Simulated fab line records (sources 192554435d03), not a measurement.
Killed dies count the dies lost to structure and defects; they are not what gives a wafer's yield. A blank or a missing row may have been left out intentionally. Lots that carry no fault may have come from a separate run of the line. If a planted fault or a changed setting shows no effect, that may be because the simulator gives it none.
One fault through the eyes of 2 desks | flow n5Finfet | what lay behind the numbers comes last; until then each desk has only its own

THE TOOL OWNER'S DESK: lithoTrack-02
The tool's own readings at N5_BEOL_M1_COAT_22 (resist thk 30 nm): means of the sampled wafers that have a number, for each lot that ran on this tool. If a lot's mean is further than 4 standard deviations from the usual mean, the lot is out of limits and carries the mark OUT (the distance appears in the brackets).
Columns: A = resistLineTempC at N5_BEOL_M1_COAT_22, usual 23.01 C; B = spinSpeedRpm at N5_BEOL_M1_COAT_22, usual 1500.0 rpm
lot  | first seen here | A     | B
L394 | day 6 11:16     | 22.88 | 1500.0
L408 | day 9 20:04     | 22.85 | 1544.1 (+40) OUT
L411 | day 10 12:47    | 23.11 | 1544.6 (+41) OUT
This desk's verdict: out of limits on L408, L411, starting with L408 at day 9 20:04 (spinSpeedRpm at N5_BEOL_M1_COAT_22). In limits: L394.

METROLOGY DESK
What the gauges read, lot by lot, whatever tool the lot ran on: means of the sampled wafers that have a number. If a lot's mean is further than 4 standard deviations from the usual mean, the lot is out of limits and carries the mark OUT (the distance appears in the brackets). 7 of its 10 readings are shown, namely those furthest out on some lot.
Columns: A = DIBL_P at N5_BEOL_M4_RC_MEAS_101, usual 36.3 mV/V; B = IOFF_P at N5_BEOL_M4_RC_MEAS_101, usual 0.210 nA/um; C = ION_N at N5_BEOL_M4_RC_MEAS_101, usual 677 uA/um; D = ION_P at N5_BEOL_M4_RC_MEAS_101, usual 465 uA/um; E = SS_P at N5_BEOL_M4_RC_MEAS_101, usual 73.2 mV/dec; F = VT_N at N5_BEOL_M4_RC_MEAS_101, usual 249.9 mV; G = VT_P at N5_BEOL_M4_RC_MEAS_101, usual -250 mV
lot  | first seen here | A    | B     | C   | D   | E    | F     | G
L394 | day 8 08:14     | 37.8 | 0.204 | 672 | 462 | 73.8 | 252.0 | -253
L408 | day 12 01:20    | 36.8 | 0.251 | 686 | 473 | 72.7 | 248.7 | -246
L407 | day 12 09:50    | 37.6 | 0.231 | 683 | 468 | 73.4 | 251.1 | -248
L411 | day 12 18:34    | 37.4 | 0.215 | 675 | 463 | 73.8 | 250.8 | -250
Result from this desk: across the 4 lots, nothing is out of limits.

ALL TOGETHER
At day 9 20:04, on L408, L411, the tool owner's desk was in a position to raise an alarm.
From the metrology desk's view, nothing was out of limits.
The metrology desk holds a record of L408, L411, inside its limits.
All the named lots went through N5_BEOL_M1_COAT_22 on lithoTrack-02.

WHAT HAD BEEN PUT IN BY THE SIMULATOR
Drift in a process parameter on lithoTrack-02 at N5_BEOL_M1_COAT_22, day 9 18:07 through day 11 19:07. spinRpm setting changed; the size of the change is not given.
Shown lots that were struck: L408, L411.
How many hours passed from the start of the fault until each desk's first out-of-limits reading: the tool owner's desk, 2.
